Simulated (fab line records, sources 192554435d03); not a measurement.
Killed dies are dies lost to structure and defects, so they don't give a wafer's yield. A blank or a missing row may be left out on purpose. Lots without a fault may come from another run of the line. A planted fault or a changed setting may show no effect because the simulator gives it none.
fab line records | flow n5_finfet
record lots=24 wafers=72 last_day=17
route steps=1938 shown ZERO_LAYER@16 WELL_APT@28 PMOS_HMC_CHANNEL_EPI@70
lots that met no fault: from a run of the same line without faults
start_h: hours from the record's first day to the start of the lot's first wafer shown | wait_h: hours since the lot's step before | " the same as in the row above | L1.1+2: a row that stands for several wafers | - no value, or no start given | * or withheld: withheld | < > ~ a bound
route shown NAME@n: a module of which the file shows steps, and the number in the route of the first | usual: mean/standard deviation of fault-free wafers | same: alike in all rows | chamber/n: place in a boat | sites: the reading at each site | _std_site: their standard deviation | _edge_site: outer sites' mean less inner sites' | radius_mm: how far each site lies from the wafer's centre | mask NAME#n: copy n | behind: the tool/chamber that last shaped the wafer | hold: why the lot was held/for how many hours/how that ended | device: the transistor (n, p or np) that didn't switch | end of line: the same wafers' tests at the end of the route | a step without rows: its recipe alone | killed: dies lost to structure and defects at the first sort, not the wafer's yield | map: a wafer's dies, x killed, . not, _ none there
set.NAME: the setting as run; set.NAME@STEP: as run at that earlier step | model.NAME: the simulator's own value behind a step, which no gauge read
steps of the route over a sample of lots; a table a step, a row a wafer
services: from which hour (start_h, from the record's first day; less than 0 if before it) a tool's chamber was out of use, for how many hours, and why
## steps
# step N5_ZERO_LAYER_ETCH_18
# recipe chemistry=HBr/Cl2 target=Si target_depth_a=1200 time_s=40 pressure_mtorr=10 icp_w=800 bias_w=75 HBr_flow_sccm=150 Cl2_flow_sccm=80
# usual drypump_motor_current_A=5.8/0.4 oes_product_au=1.001/0.014 throttle_valve_pct=36.4/0.5
# same time_s=40
# columns lot.wafer tool chamber start_h wait_h drypump_motor_current_A oes_product_au rf_hours_counter_h throttle_valve_pct
L074.3 rie_si-04 0 12.93 0.0 6.0 0.994 183 37.3
L074.4 " 1 " " 6.5 0.991 49 35.9
L074.5 " 1 " " 6.5 0.994 - 35.9
L075.2 rie_si-04 1 18.79 0.0 6.5 0.995 49 35.9
L075.3 " 0 " " 6.0 1.003 183 37.3
L075.5 " 0 " " 6.0 1.000 - 37.3
L076.3 rie_si-04 3 25.01 0.1 5.7 1.010 78 36.3
L076.5 " 0 " " 6.0 0.998 - 37.3
L076.6 " 3 " " 5.7 1.014 - 36.3
L077.1 rie_si-03 3 30.79 0.0 6.2 1.023 61 36.6
L077.4 " 2 " " 5.2 1.011 204 36.3
L077.5 " 0 " " 6.2 0.995 - 35.7
L078.2 rie_si-03 0 36.82 0.0 6.2 1.002 16 35.7
L078.5 " 0 " " 6.2 1.003 - 35.7
L078.6 " 3 " " 6.2 1.025 - 36.6
L079.1 rie_si-02 1 42.95 0.0 5.7 0.973 163 36.2
L079.2 " 2 " " 5.4 0.985 123 37.1
L079.3 " 3 " " 5.4 1.001 2 36.4
L080.2 rie_si-03 1 48.80 0.0 5.7 0.990 100 36.5
L080.5 " 0 " " 6.2 1.002 - 35.7
L080.6 " 1 " " 5.7 0.996 - 36.5
L081.2 rie_si-02 0 55.05 0.0 5.9 0.979 12 36.8
L081.4 " 3 " " 5.5 1.001 3 36.4
L081.5 " 1 " " 5.7 0.973 - 36.2
L082.2 rie_si-04 0 60.79 0.0 6.0 1.005 184 37.3
L082.3 " 2 " " 5.2 1.004 38 35.7
L082.5 " 3 " " 5.8 1.019 - 36.3
L083.1 rie_si-03 1 66.79 0.0 5.7 1.004 100 36.5
L083.3 " 0 " " 6.1 1.014 16 35.7
L083.4 " 1 " " 5.7 0.998 - 36.5
L084.2 rie_si-03 1 72.91 0.0 5.7 1.011 101 36.5
L084.3 " 0 " " 6.2 1.000 16 35.7
L084.4 " 1 " " 5.7 0.991 - 36.5
L085.3 rie_si-03 0 78.91 0.0 6.1 1.001 17 35.7
L085.5 " 0 " " 6.2 1.001 - 35.7
L085.6 " 3 " " 6.2 1.028 - 36.6
L086.4 rie_si-03 3 84.83 0.0 6.2 1.029 62 36.6
L086.5 " 3 " " 6.2 1.029 - 36.6
L086.6 " 0 " " 6.2 1.004 - 35.7
L087.2 rie_si-02 3 90.80 0.0 5.5 1.001 3 36.4
L087.3 " 2 " " 5.4 0.995 124 37.1
L087.5 " 3 " " 5.4 1.010 - 36.4
L088.2 rie_si-04 1 96.96 0.0 6.5 0.998 50 35.9
L088.4 " 3 " " 5.8 1.024 80 36.3
L088.6 " 0 " " 6.0 0.999 - 37.3
L089.1 rie_si-04 3 102.79 0.0 5.8 1.019 80 36.4
L089.2 " 2 " " 5.2 0.991 39 35.7
L089.3 " 0 " " 6.0 1.001 185 37.3
L090.1 rie_si-02 0 108.91 0.0 6.0 0.984 14 36.8
L090.2 " 2 " " 5.4 0.986 124 37.1
L090.3 " 1 " " 5.8 0.973 164 36.2
L091.1 rie_si-03 1 114.98 0.1 5.7 1.008 101 36.5
L091.5 " 1 " " 5.7 1.008 - 36.5
L091.6 " 2 " " 5.2 1.000 - 36.8
L092.3 rie_si-04 0 120.85 0.0 6.0 0.998 185 37.3
L092.4 " 1 " " 6.4 0.995 - 35.9
L092.5 " 3 " " 5.8 1.006 - 36.3
L093.1 rie_si-04 1 127.44 0.0 6.5 0.993 51 35.9
L093.2 " 2 " " 5.2 0.995 39 35.7
L093.5 " 3 " " 5.8 1.016 - 36.3
L094.1 rie_si-02 2 132.79 0.0 5.4 0.988 125 37.1
L094.2 " 1 " " 5.8 0.974 165 36.2
L094.4 " 3 " " 5.4 1.001 4 36.4
L095.1 rie_si-04 1 138.91 0.0 6.4 0.991 51 35.9
L095.3 " 0 " " 6.0 1.001 186 37.3
L095.4 " 3 " " 5.7 1.013 80 36.3
L096.2 rie_si-04 1 144.91 0.0 6.5 0.993 52 35.9
L096.3 " 2 " " 5.1 1.000 39 35.6
L096.6 " 2 " " 5.2 1.000 - 35.6
L097.3 rie_si-03 2 150.79 0.0 5.2 0.998 1 36.8
L097.5 " 0 " " 6.2 1.000 - 35.7
L097.6 " 1 " " 5.7 0.996 - 36.5
# step N5_WELL_APT_CD_MEAS_08
# recipe target_cd_nm=200 landing_energy_ev=500 detector=se_inlens
# usual cd_nm=199.9/2
# same landing_energy_ev=500
# columns lot.wafer tool chamber start_h wait_h cd_nm
L074.3 cd_sem-03 0 13.83 - 200.3
L074.4 " 0 " " 199.5
L074.5 " 0 " " 198.2
L075.2 cd_sem-01 0 19.69 - 200.3
L075.3 " 0 " " 201.5
L075.5 " 0 " " 204.4
L076.3 cd_sem-03 0 25.91 - 200.7
L076.5 " 0 " " 199.7
L076.6 " 0 " " 199.9
L077.1 cd_sem-03 0 31.68 - 196.9
L077.4 " 0 " " 199.8
L077.5 " 0 " " 202.7
L078.2 cd_sem-02 0 37.72 - 199.6
L078.5 " 0 " " 201.3
L078.6 " 0 " " 201.1
L079.1 cd_sem-01 0 43.85 - 199.6
L079.2 " 0 " " 197.2
L079.3 " 0 " " 197.2
L080.2 cd_sem-03 0 49.69 - 198.1
L080.5 " 0 " " 197.8
L080.6 " 0 " " 198.8
L081.2 cd_sem-02 0 55.94 - 199.7
L081.4 " 0 " " 201.4
L081.5 " 0 " " 195.1
L082.2 cd_sem-01 0 61.69 - 201.7
L082.3 " 0 " " 205.1
L082.5 " 0 " " 201.9
L083.1 cd_sem-02 0 67.56 - 202.3
L083.3 " 0 " " 199.7
L083.4 " 0 " " 200.7
L084.2 cd_sem-03 0 73.81 - 200.0
L084.3 " 0 " " 201.9
L084.4 " 0 " " 201.8
L085.3 cd_sem-01 0 79.69 - 198.5
L085.5 " 0 " " 198.5
L085.6 " 0 " " 200.2
L086.4 cd_sem-01 0 85.72 - 198.0
L086.5 " 0 " " 200.5
L086.6 " 0 " " 197.7
L087.2 cd_sem-03 0 91.71 - 198.2
L087.3 " 0 " " 196.8
L087.5 " 0 " " 199.4
L088.2 cd_sem-03 0 97.73 - 197.9
L088.4 " 0 " " 197.1
L088.6 " 0 " " 201.6
L089.1 cd_sem-03 0 103.61 - 199.2
L089.2 " 0 " " 201.4
L089.3 " 0 " " 201.1
L090.1 cd_sem-03 0 109.81 - 201.6
L090.2 " 0 " " 203.9
L090.3 " 0 " " 200.2
L091.1 cd_sem-03 0 115.87 - 201.1
L091.5 " 0 " " 200.3
L091.6 " 0 " " 201.4
L092.3 cd_sem-02 0 121.74 - 202.7
L092.4 " 0 " " 197.7
L092.5 " 0 " " 199.5
L093.1 cd_sem-03 0 128.21 - 202.0
L093.2 " 0 " " 200.5
L093.5 " 0 " " 200.8
L094.1 cd_sem-01 0 133.56 - 197.2
L094.2 " 0 " " 201.2
L094.4 " 0 " " 199.5
L095.1 cd_sem-03 0 139.81 - 197.1
L095.3 " 0 " " 199.2
L095.4 " 0 " " 198.6
L096.2 cd_sem-03 0 145.81 - 199.8
L096.3 " 0 " " 198.9
L096.6 " 0 " " 200.7
L097.3 cd_sem-03 0 151.56 - 200.8
L097.5 " 0 " " 200.5
L097.6 " 0 " " 203.8
# step N5_WELL_APT_DESCUM_13
# recipe chemistry=O2 time_s=7.9 source_power_w=50 bias_power_w=20 pressure_mtorr=20 rf_frequency_hz=2.712e+07 temp_c=40 o2_flow_sccm=225
# usual drypump_motor_current_A=5.68/0.28 oes_product_au=0.78/0.078 rf_vpp_V=242.8/1.5 showerhead_plenum_p_Torr=2.08/0.084 temp_c=40.00/0.12 throttle_valve_pct=20.51/0.16
# same time_s=7.9
# columns lot.wafer tool chamber start_h wait_h drypump_motor_current_A oes_product_au rf_hours_counter_h rf_vpp_V showerhead_plenum_p_Torr temp_c throttle_valve_pct
L074.3 rie_diel-01 2 13.92 0.0 6.04 0.72 184 242.2 1.99 39.94 20.37
L074.4 " 3 " " 5.18 0.94 12 244.1 2.15 40.11 20.19
L074.5 " 0 " " 6.09 0.70 - 243.1 2.08 40.26 21.02
L075.2 rie_diel-02 2 19.77 0.0 5.37 0.89 22 242.3 2.08 40.05 20.48
L075.3 " 1 " " 5.66 0.71 201 240.2 1.95 39.98 20.50
L075.5 " 1 " " 5.66 0.70 - 241.6 1.95 39.94 20.49
L076.3 rie_diel-05 2 25.99 0.0 5.61 0.83 89 241.6 2.05 39.92 20.63
L076.5 " 3 " " 5.82 0.93 - 244.7 2.25 40.03 20.25
L076.6 " 2 " " 5.61 0.82 - 240.6 2.05 39.91 20.63
L077.1 rie_diel-05 0 31.86 0.1 6.31 0.71 181 245.4 2.16 40.17 20.44
L077.4 " 1 " " 5.77 0.73 132 244.0 2.20 39.94 20.54
L077.5 " 2 " " 5.59 0.81 - 240.6 2.05 40.02 20.64
L078.2 rie_diel-02 0 38.01 0.0 5.78 0.77 141 240.5 2.03 39.99 20.52
L078.5 " 3 " " 5.40 0.80 - 243.6 2.10 40.05 20.63
L078.6 " 0 " " 5.81 0.76 - 240.7 2.03 39.87 20.54
L079.1 rie_diel-05 3 44.06 0.0 5.80 0.92 27 246.8 2.25 40.11 20.29
L079.2 " 1 " " 5.81 0.73 136 244.1 2.20 39.92 20.54
L079.3 " 0 " " 6.29 0.71 186 243.4 2.16 39.89 20.42
L080.2 rie_diel-01 3 50.05 0.3 5.14 0.91 26 244.1 2.14 39.99 20.21
L080.5 " 1 " " 5.75 0.75 - 245.3 2.16 40.05 20.29
L080.6 " 2 " " 6.00 0.71 - 242.2 1.99 40.08 20.40
L081.2 rie_diel-05 1 56.41 0.4 5.80 0.72 141 244.0 2.20 40.04 20.55
L081.4 " 2 " " 5.61 0.80 100 241.5 2.04 39.80 20.65
L081.5 " 0 " " 6.27 0.71 - 244.6 2.15 40.11 20.45
L082.2 rie_diel-01 1 61.78 0.0 5.74 0.74 147 245.2 2.16 40.08 20.29
L082.3 " 3 " " 5.15 0.89 31 244.8 2.14 40.07 20.23
L082.5 " 2 " " 6.02 0.71 - 239.2 1.98 40.03 20.42
L083.1 rie_diel-02 0 67.74 0.1 5.78 0.76 150 243.4 2.03 39.96 20.55
L083.3 " 2 " " 5.37 0.88 38 242.8 2.07 39.89 20.50
L083.4 " 3 " " 5.38 0.79 148 243.1 2.10 40.04 20.65
L084.2 rie_diel-02 0 73.89 0.0 5.84 0.75 152 243.7 2.02 40.22 20.54
L084.3 " 2 " " 5.38 0.87 40 241.9 2.07 40.03 20.50
L084.4 " 1 " " 5.69 0.69 220 242.1 1.95 39.96 20.51
L085.3 rie_diel-02 3 79.81 0.1 5.34 0.78 152 243.0 2.10 39.87 20.65
L085.5 " 3 " " 5.36 0.78 - 242.6 2.10 39.71 20.66
L085.6 " 2 " " 5.37 0.86 - 243.1 2.07 39.96 20.52
L086.4 rie_diel-02 1 85.81 0.0 5.69 0.69 224 241.1 1.94 40.28 20.52
L086.5 " 0 " " 5.87 0.75 - 241.9 2.02 39.95 20.56
L086.6 " 3 " " 5.39 0.78 - 241.7 2.10 40.13 20.67
L087.2 rie_diel-02 2 91.79 0.0 5.37 0.85 47 242.1 2.07 40.22 20.51
L087.3 " 1 " " 5.67 0.68 226 240.1 1.94 40.13 20.53
L087.5 " 0 " " 5.82 0.74 - 241.2 2.02 40.07 20.56
L088.2 rie_diel-02 1 98.26 0.5 5.68 0.69 228 240.9 1.94 39.96 20.55
L088.4 " 0 " " 5.81 0.75 160 242.0 2.02 40.15 20.55
L088.6 " 3 " " 5.40 0.77 - 242.2 2.09 40.12 20.64
L089.1 rie_diel-02 0 103.69 0.0 5.81 0.74 162 240.9 2.02 40.02 20.55
L089.2 " 3 " " 5.35 0.78 161 243.4 2.09 40.07 20.67
L089.3 " 1 " " 5.66 0.69 230 242.5 1.94 40.10 20.54
L090.1 rie_diel-02 0 109.89 0.0 5.82 0.73 164 243.1 2.02 40.02 20.54
L090.2 " 2 " " 5.37 0.84 53 241.3 2.07 40.11 20.52
L090.3 " 1 " " 5.68 0.68 232 242.6 1.94 40.11 20.55
L091.1 rie_diel-01 2 116.19 0.3 6.01 0.69 217 242.0 1.98 39.87 20.44
L091.5 " 3 " " 5.17 0.87 - 243.3 2.13 39.86 20.24
L091.6 " 1 " " 5.74 0.72 - 244.0 2.15 40.10 20.33
L092.3 rie_diel-02 2 121.92 0.1 5.35 0.85 58 241.1 2.06 40.01 20.53
L092.4 " 1 " " 5.67 0.68 237 240.5 1.94 39.75 20.54
L092.5 " 0 " " 5.78 0.74 - 241.6 2.02 40.06 20.56
L093.1 rie_diel-05 2 128.30 0.0 5.60 0.78 124 241.7 2.04 39.87 20.71
L093.2 " 3 " " 5.83 0.87 57 244.0 2.24 39.83 20.32
L093.5 " 1 " " 5.76 0.71 - 244.4 2.19 39.72 20.57
L094.1 rie_diel-01 3 134.05 0.4 5.15 0.85 56 243.5 2.13 40.03 20.26
L094.2 " 2 " " 6.02 0.68 223 242.4 1.98 39.99 20.44
L094.4 " 0 " " 6.07 0.98 5 242.9 2.07 39.92 20.66
L095.1 rie_diel-05 0 139.90 0.0 6.28 0.68 221 245.1 2.14 39.78 20.48
L095.3 " 2 " " 5.59 0.77 129 240.9 2.03 40.03 20.69
L095.4 " 3 " " 5.78 0.86 62 245.3 2.24 39.79 20.33
L096.2 rie_diel-01 3 145.90 0.0 5.14 0.85 60 243.8 2.13 39.92 20.27
L096.3 " 1 " " 5.77 0.72 174 243.9 2.15 40.05 20.34
L096.6 " 3 " " 5.17 0.86 - 243.4 2.13 39.95 20.26
L097.3 rie_diel-02 1 151.76 0.2 5.68 0.67 247 242.0 1.94 40.15 20.56
L097.5 " 3 " " 5.35 0.76 - 242.8 2.09 40.17 20.69
L097.6 " 0 " " 5.85 0.73 - 242.2 2.02 39.86 20.59
# step N5_WELL_APT_INSPECT_27
# recipe mode=adi inspect_instrument=macro
# usual raw_defect_count=2.2/1.5
# columns lot.wafer tool chamber start_h wait_h raw_defect_count
L074.3 defect_inspect-02 - 15.14 0.0 0
L074.4 " - " " 1
L074.5 " - " " 1
L075.2 defect_inspect-01 - 20.99 0.0 2
L075.3 " - " " 2
L075.5 " - " " 2
L076.3 defect_inspect-01 - 27.21 0.0 0
L076.5 " - " " 1
L076.6 " - " " 2
L077.1 defect_inspect-01 - 33.07 0.0 3
L077.4 " - " " 1
L077.5 " - " " 1
L078.2 defect_inspect-01 - 39.24 0.0 2
L078.5 " - " " 6
L078.6 " - " " 3
L079.1 defect_inspect-01 - 45.15 0.0 1
L079.2 " - " " 0
L079.3 " - " " 1
L080.2 defect_inspect-01 - 51.17 0.0 1
L080.5 " - " " 1
L080.6 " - " " 2
L081.2 defect_inspect-02 - 57.63 0.0 2
L081.4 " - " " 3
L081.5 " - " " 2
L082.2 defect_inspect-02 - 62.99 0.0 2
L082.3 " - " " 2
L082.5 " - " " 3
L083.1 defect_inspect-02 - 68.95 0.0 5
L083.3 " - " " 1
L083.4 " - " " 1
L084.2 defect_inspect-02 - 75.11 0.0 3
L084.3 " - " " 4
L084.4 " - " " 4
L085.3 defect_inspect-02 - 81.03 0.0 0
L085.5 " - " " 3
L085.6 " - " " 1
L086.4 defect_inspect-02 - 87.02 0.0 1
L086.5 " - " " 1
L086.6 " - " " 0
L087.2 defect_inspect-02 - 92.88 0.0 3
L087.3 " - " " 1
L087.5 " - " " 2
L088.2 defect_inspect-01 - 99.48 0.0 6
L088.4 " - " " 1
L088.6 " - " " 1
L089.1 defect_inspect-01 - 104.93 0.0 2
L089.2 " - " " 4
L089.3 " - " " 4
L090.1 defect_inspect-02 - 110.98 0.0 0
L090.2 " - " " 2
L090.3 " - " " 1
L091.1 defect_inspect-02 - 117.27 0.0 0
L091.5 " - " " 1
L091.6 " - " " 0
L092.3 defect_inspect-02 - 123.15 0.0 5
L092.4 " - " " 3
L092.5 " - " " 3
L093.1 defect_inspect-02 - 129.38 0.0 3
L093.2 " - " " 3
L093.5 " - " " 3
L094.1 defect_inspect-01 - 135.26 0.0 2
L094.2 " - " " 4
L094.4 " - " " 3
L095.1 defect_inspect-02 - 141.36 0.0 3
L095.3 " - " " 1
L095.4 " - " " 2
L096.2 defect_inspect-01 - 147.11 0.0 3
L096.3 " - " " 2
L096.6 " - " " 1
L097.3 defect_inspect-02 - 152.98 0.0 2
L097.5 " - " " 4
L097.6 " - " " 0
# step N5_WELL_APT_RTA_34
# recipe temp_c=1000 time_s=10 ambient=N2 idle_temp_c=600 ramp_up_c_per_s=150 ramp_down_c_per_s=60 cool_to_c=600
# usual lamp_power_pct=13.01/0.052 wafer_temp_C_max=1003.6/1.1
# same time_s=10
# columns lot.wafer tool chamber start_h wait_h lamp_power_pct wafer_temp_C_max
L074.3 rtp_anneal-01 0 16.04 0.1 13.01 1005.0
L074.4 " 0 " " 13.04 1006.0
L074.5 " 0 " " 12.99 1005.0
L075.2 rtp_anneal-02 0 21.92 0.1 13.00 1002.2
L075.3 " 0 " " 12.99 1005.8
L075.5 " 0 " " 13.00 1005.8
L076.3 rtp_anneal-01 0 28.34 0.2 12.99 1004.8
L076.5 " 0 " " 13.09 1001.9
L076.6 " 0 " " 13.05 1003.0
L077.1 rtp_anneal-01 0 33.91 0.1 12.98 1005.0
L077.4 " 0 " " 13.14 1003.3
L077.5 " 0 " " 13.02 1003.9
L078.2 rtp_anneal-02 0 40.21 0.2 13.04 1003.5
L078.5 " 0 " " 12.86 1004.6
L078.6 " 0 " " 13.00 1005.1
L079.1 rtp_anneal-01 0 45.95 0.0 13.02 1003.2
L079.2 " 0 " " 13.07 1004.2
L079.3 " 0 " " 12.95 1003.5
L080.2 rtp_anneal-01 0 51.98 0.0 13.01 1003.2
L080.5 " 0 " " 12.92 1003.1
L080.6 " 0 " " 13.00 1003.2
L081.2 rtp_anneal-01 0 58.47 0.1 12.98 1002.4
L081.4 " 0 " " 13.15 1002.9
L081.5 " 0 " " 13.09 1002.8
L082.2 rtp_anneal-02 0 63.96 0.0 12.94 1003.3
L082.3 " 0 " " 13.02 1003.7
L082.5 " 0 " " 12.99 1003.6
L083.1 rtp_anneal-01 0 69.74 0.0 12.96 1002.8
L083.3 " 0 " " 13.03 1006.2
L083.4 " 0 " " 13.01 1002.9
L084.2 rtp_anneal-01 0 76.11 0.0 12.98 1003.4
L084.3 " 0 " " 12.99 1006.0
L084.4 " 0 " " 13.02 1004.6
L085.3 rtp_anneal-01 0 81.92 0.1 13.00 1004.8
L085.5 " 0 " " 13.03 1001.7
L085.6 " 0 " " 13.10 1004.9
L086.4 rtp_anneal-01 0 87.87 0.1 12.96 1004.0
L086.5 " 0 " " 12.96 1003.1
L086.6 " 0 " " 13.04 1002.5
L087.2 rtp_anneal-01 0 93.83 0.2 13.03 1004.4
L087.3 " 0 " " 13.03 1003.6
L087.5 " 0 " " 13.04 1004.4
L088.2 rtp_anneal-01 0 100.41 0.2 13.03 1002.4
L088.4 " 0 " " 13.09 1003.1
L088.6 " 0 " " 13.06 1005.8
L089.1 rtp_anneal-02 0 105.72 0.0 12.94 1002.2
L089.2 " 0 " " 13.02 1003.0
L089.3 " 0 " " 13.03 1005.2
L090.1 rtp_anneal-01 0 111.85 0.1 13.00 1003.5
L090.2 " 0 " " 12.94 1002.7
L090.3 " 0 " " 13.09 1001.6
L091.1 rtp_anneal-01 0 118.13 0.1 13.00 1002.0
L091.5 " 0 " " 13.00 1004.6
L091.6 " 0 " " 13.05 1002.4
L092.3 rtp_anneal-02 0 124.03 0.1 13.02 1003.8
L092.4 " 0 " " 12.95 1003.6
L092.5 " 0 " " 12.95 1001.3
L093.1 rtp_anneal-02 0 130.19 0.0 13.03 1002.9
L093.2 " 0 " " 13.08 1002.3
L093.5 " 0 " " 13.00 1003.4
L094.1 rtp_anneal-01 0 136.08 0.0 12.91 1002.5
L094.2 " 0 " " 13.02 1004.6
L094.4 " 0 " " 12.98 1003.3
L095.1 rtp_anneal-01 0 143.01 0.6 13.02 1003.8
L095.3 " 0 " " 12.95 1002.3
L095.4 " 0 " " 12.92 1003.5
L096.2 rtp_anneal-02 0 148.08 0.2 13.08 1002.8
L096.3 " 0 " " 12.93 1003.4
L096.6 " 0 " " 12.90 1004.6
L097.3 rtp_anneal-01 0 154.37 0.5 12.99 1003.4
L097.5 " 0 " " 13.08 1004.0
L097.6 " 0 " " 12.95 1003.3
# step N5_PMOS_HMC_CHANNEL_EPI_HM_OPEN_15
# recipe chemistry=CHF3/O2 target=SiO2 mask_material=CAR-ArF-block target_depth_a=406 CHF3_flow_sccm=50 O2_flow_sccm=5 Ar_flow_sccm=200 time_s=20.3 pressure_mtorr=30 source_w=650 bias_w=170 ion_energy_ev=200
# usual drypump_motor_current_A=6.0/0.57 oes_product_au=0.77/0.076 rf_vpp_V=527/19 showerhead_plenum_p_Torr=2.40/0.071 throttle_valve_pct=18.96/0.24
# same time_s=20.3
# columns lot.wafer tool chamber start_h wait_h drypump_motor_current_A oes_product_au rf_hours_counter_h rf_vpp_V showerhead_plenum_p_Torr throttle_valve_pct
L074.3 rie_diel-06 0 17.58 0.0 6.1 0.84 60 501 2.47 19.05
L074.4 " 3 " " 6.8 0.71 179 544 2.28 18.89
L074.5 " 2 " " 4.9 0.74 - 511 2.40 19.03
L075.2 rie_diel-06 0 23.46 0.0 6.1 0.85 62 502 2.47 19.04
L075.3 " 2 " " 4.9 0.74 162 512 2.40 19.03
L075.5 " 2 " " 4.9 0.75 - 509 2.40 19.03
L076.3 rie_diel-06 1 29.82 0.0 5.9 0.71 214 533 2.37 19.10
L076.5 " 0 " " 6.1 0.84 - 501 2.46 19.04
L076.6 " 3 " " 6.8 0.72 - 544 2.28 18.90
L077.1 rie_diel-04 2 35.65 0.0 5.1 0.97 1 549 2.40 18.92
L077.4 " 0 " " 6.4 0.73 - 534 2.41 18.57
L077.5 " 2 " " 5.1 0.99 - 549 2.39 18.94
L078.2 rie_diel-04 3 41.93 0.0 5.6 0.78 121 510 2.54 19.34
L078.5 " 2 " " 5.2 0.94 - 547 2.39 18.92
L078.6 " 0 " " 6.4 0.72 - 534 2.41 18.58
L079.1 rie_diel-04 3 47.43 0.0 5.6 0.79 124 510 2.54 19.34
L079.2 " 2 " " 5.2 0.94 7 548 2.39 18.94
L079.3 " 0 " " 6.4 0.73 140 533 2.41 18.57
L080.2 rie_diel-03 2 53.45 0.0 6.2 0.71 224 552 2.45 18.55
L080.5 " 2 " " 6.2 0.71 - 551 2.45 18.54
L080.6 " 3 " " 6.5 0.73 - 529 2.38 18.94
L081.2 rie_diel-04 2 59.93 0.0 5.1 0.93 10 549 2.39 18.92
L081.4 " 0 " " 6.4 0.73 143 532 2.41 18.59
L081.5 " 3 " " 5.6 0.78 - 512 2.54 19.32
L082.2 rie_diel-06 3 65.29 0.0 6.8 0.71 195 543 2.27 18.91
L082.3 " 0 " " 6.1 0.82 75 501 2.46 19.06
L082.5 " 0 " " 6.1 0.82 - 501 2.46 19.08
L083.1 rie_diel-03 3 71.82 0.0 6.5 0.73 197 528 2.38 18.98
L083.3 " 2 " " 6.2 0.70 232 551 2.44 18.56
L083.4 " 3 " " 6.5 0.73 - 528 2.38 18.96
L084.2 rie_diel-06 0 77.47 0.0 6.1 0.83 78 500 2.46 19.07
L084.3 " 3 " " 6.8 0.71 198 544 2.27 18.91
L084.4 " 2 " " 4.9 0.74 178 511 2.39 19.05
L085.3 rie_diel-06 3 83.39 0.0 6.8 0.71 200 544 2.27 18.92
L085.5 " 2 " " 4.9 0.73 - 511 2.39 19.06
L085.6 " 1 " " 6.0 0.70 - 532 2.36 19.11
L086.4 rie_diel-06 2 89.49 0.0 4.9 0.73 182 511 2.39 19.06
L086.5 " 2 " " 4.9 0.72 - 511 2.39 19.07
L086.6 " 3 " " 6.8 0.70 - 544 2.27 18.92
L087.2 rie_diel-06 3 95.35 0.0 6.8 0.70 203 543 2.27 18.92
L087.3 " 0 " " 6.1 0.82 83 500 2.46 19.08
L087.5 " 0 " " 6.1 0.81 - 501 2.46 19.08
L088.2 rie_diel-03 3 102.08 0.0 6.5 0.73 208 529 2.38 18.98
L088.4 " 2 " " 6.2 0.71 - 551 2.44 18.58
L088.6 " 3 " " 6.5 0.73 - 529 2.38 18.97
L089.1 rie_diel-04 2 107.08 0.0 5.2 0.89 27 547 2.39 18.97
L089.2 " 1 " " 6.5 0.93 11 551 2.36 19.10
L089.3 " 0 " " 6.4 0.72 159 533 2.40 18.62
L090.1 rie_diel-03 0 113.26 0.0 6.4 0.79 129 498 2.31 18.75
L090.2 " 2 " " 6.2 0.71 249 550 2.44 18.60
L090.3 " 0 " " 6.4 0.79 - 498 2.31 18.75
L091.1 rie_diel-04 1 119.81 0.0 6.5 0.91 15 550 2.35 19.12
L091.5 " 2 " " 5.1 0.87 - 548 2.38 18.95
L091.6 " 1 " " 6.4 0.91 - 551 2.35 19.08
L092.3 rie_diel-04 1 126.42 0.0 6.4 0.91 17 551 2.35 19.10
L092.4 " 0 " " 6.3 0.71 166 533 2.40 18.62
L092.5 " 0 " " 6.4 0.71 - 533 2.40 18.62
L093.1 rie_diel-03 3 131.55 0.0 6.4 0.73 213 530 2.38 19.00
L093.2 " 2 " " 6.2 0.70 257 552 2.43 18.59
L093.5 " 2 " " 6.2 0.69 - 550 2.43 18.61
L094.1 rie_diel-04 0 137.77 0.0 6.3 0.71 169 531 2.40 18.63
L094.2 " 2 " " 5.2 0.87 37 546 2.38 18.98
L094.4 " 1 " " 6.5 0.90 21 552 2.35 19.11
L095.1 rie_diel-04 3 144.61 0.0 5.6 0.76 155 509 2.52 19.40
L095.3 " 2 " " 5.1 0.87 39 546 2.38 18.99
L095.4 " 1 " " 6.5 0.90 23 552 2.35 19.12
L096.2 rie_diel-06 3 149.52 0.0 6.8 0.69 216 542 2.26 18.93
L096.3 " 2 " " 4.9 0.73 196 509 2.38 19.10
L096.6 " 2 " " 4.9 0.72 - 510 2.38 19.09
L097.3 rie_diel-04 1 155.76 0.0 6.5 0.88 26 553 2.35 19.11
L097.5 " 0 " " 6.4 0.71 - 534 2.40 18.64
L097.6 " 3 " " 5.6 0.74 - 512 2.52 19.40
## services
# columns tool chamber start_h hours kind
rie_diel-03 - -5.47 14.6 pm
rie_diel-04 1 4.60 10.8 repair
rie_diel-04 2 15.73 - clean
rie_diel-04 2 15.73 - consumable_replace:focus_ring
rie_diel-04 2 15.73 18.2 scheduled_down
rie_diel-04 2 15.73 18.2 vent_cycle
rie_si-02 1 17.56 2.3 repair
rie_diel-02 3 19.42 4.1 repair
rie_diel-01 2 34.21 11.1 repair
rie_diel-06 - 46.82 2.8 pm
rie_diel-03 1 48.16 120.0 repair
rie_diel-02 2 62.04 4.8 repair
rie_diel-04 1 64.87 10.2 repair
rie_si-02 2 71.70 3.7 repair
rie_diel-05 1 72.76 12.6 repair
rie_si-02 3 75.01 4.9 repair
rie_diel-04 - 80.54 0.8 repair
rie_diel-01 1 98.23 4.4 repair
rie_si-03 - 98.85 14.6 pm
rie_diel-03 3 108.49 18.4 repair
rie_diel-06 2 117.44 3.9 repair
rie_si-04 2 117.94 6.7 repair
rtp_anneal-01 - 119.24 2.7 pm
rie_diel-06 3 129.47 5.2 repair
## key
fault none
